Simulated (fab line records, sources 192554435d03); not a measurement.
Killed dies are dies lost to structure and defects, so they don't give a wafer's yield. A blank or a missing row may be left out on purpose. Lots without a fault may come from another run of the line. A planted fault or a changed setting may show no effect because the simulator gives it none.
One fault seen from 2 desks | flow n5_finfet | each desk has only its own numbers; what lay behind them comes last

THE TOOL OWNER'S DESK: pecvd-03
The tool's own readings at N5_BEOL_M11_ILD_DEP_00 (deposits SiCOH lowk from DEMS/porogen, target thk 308.51 nm, time 58 s): means of the sampled wafers that have a number, for each lot that ran on this tool. A lot is out of limits, marked OUT, if its mean lies more than 4 standard deviations from the usual mean; the brackets give that distance.
Columns: A = chamber_pressure_Torr at N5_BEOL_M11_ILD_DEP_00, usual 5.000 Torr; B = heater_power_w at N5_BEOL_M11_ILD_DEP_00, usual 329 W; C = run_length_s at N5_BEOL_M11_ILD_DEP_00, usual 101.0 s; D = showerhead_plenum_p_Torr at N5_BEOL_M11_ILD_DEP_00, usual 5.729 Torr; E = throttle_valve_pct at N5_BEOL_M11_ILD_DEP_00, usual 13.8 %
lot  | first seen here | A     | B   | C                | D     | E
L612 | day 11 22:08    | 4.994 | 359 | 100.7            | 5.734 | 13.3
L613 | day 12 03:28    | 5.006 | 325 | 100.2            | 5.730 | 13.4
L616 | day 13 01:48    | 4.996 | 398 | 100.9            | 5.745 | 12.8
L619 | day 14 05:38    | 5.004 | 345 | 105.0 (+7.5) OUT | 5.746 | 13.1
L621 | day 14 07:08    | 4.996 | 317 | 103.7 (+5.0) OUT | 5.734 | 13.8
This desk's finding: out of limits on L619, L621; first on L619, day 14 05:38 (run_length_s at N5_BEOL_M11_ILD_DEP_00). In limits: L612, L613, L616.

THE METROLOGY DESK
What the gauges read, lot by lot, whatever tool the lot ran on: means of the sampled wafers that have a number. A lot is out of limits, marked OUT, if its mean lies more than 4 standard deviations from the usual mean; the brackets give that distance.
Columns: A = M10_THK at N5_BEOL_M10_THK_MEAS_53, usual 139.3 nm; B = M10_RS at N5_BEOL_M10_RS_MEAS_57, usual 0.150 ohm/sq; C = M11_ILD_THK at N5_BEOL_M11_THK_MEAS_01, usual 268 nm
lot  | first seen here | A     | B     | C
L606 | day 10 02:01    | 137.0 | 0.153 | 271
L610 | day 11 03:25    | 137.9 | 0.152 | 268
L611 | day 11 16:38    | 142.4 | 0.148 | 268
L612 | day 11 21:56    | 140.0 | 0.149 | 268
L613 | day 12 03:16    | 139.5 | 0.150 | 272
L617 | day 13 01:20    | 140.8 | 0.149 | 271
L616 | day 13 01:36    | 137.0 | 0.151 | 265
L619 | day 14 05:26    | 141.1 | 0.148 | 287 (+5.4) OUT
L621 | day 14 06:56    | 141.1 | 0.148 | 283 (+4.3) OUT
L623 | day 14 12:40    | 142.9 | 0.146 | 271
L628 | day 15 10:28    | 138.8 | 0.152 | 273
This desk's finding: out of limits on L619, L621; first on L619, day 14 06:14 (M11_ILD_THK at N5_BEOL_M11_THK_MEAS_01). In limits: L606, L610, L611, L612, L613, L617, L616, L623, L628.

PUT TOGETHER
The tool owner's desk could have raised an alarm at day 14 05:38, on L619, L621.
The metrology desk could have raised an alarm at day 14 06:14, on L619, L621.
Of the lots named, all ran N5_BEOL_M11_ILD_DEP_00 on pecvd-03.

WHAT THE SIMULATOR HAD PUT IN
Process parameter drift: pecvd-03, from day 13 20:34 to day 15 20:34, at N5_BEOL_M11_ILD_DEP_00. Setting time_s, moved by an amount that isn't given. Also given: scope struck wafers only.
Lots struck among those shown: L619, L621.
Hours from the fault's start to each desk's first reading out of limits: the tool owner's desk, 9; the metrology desk, 10.
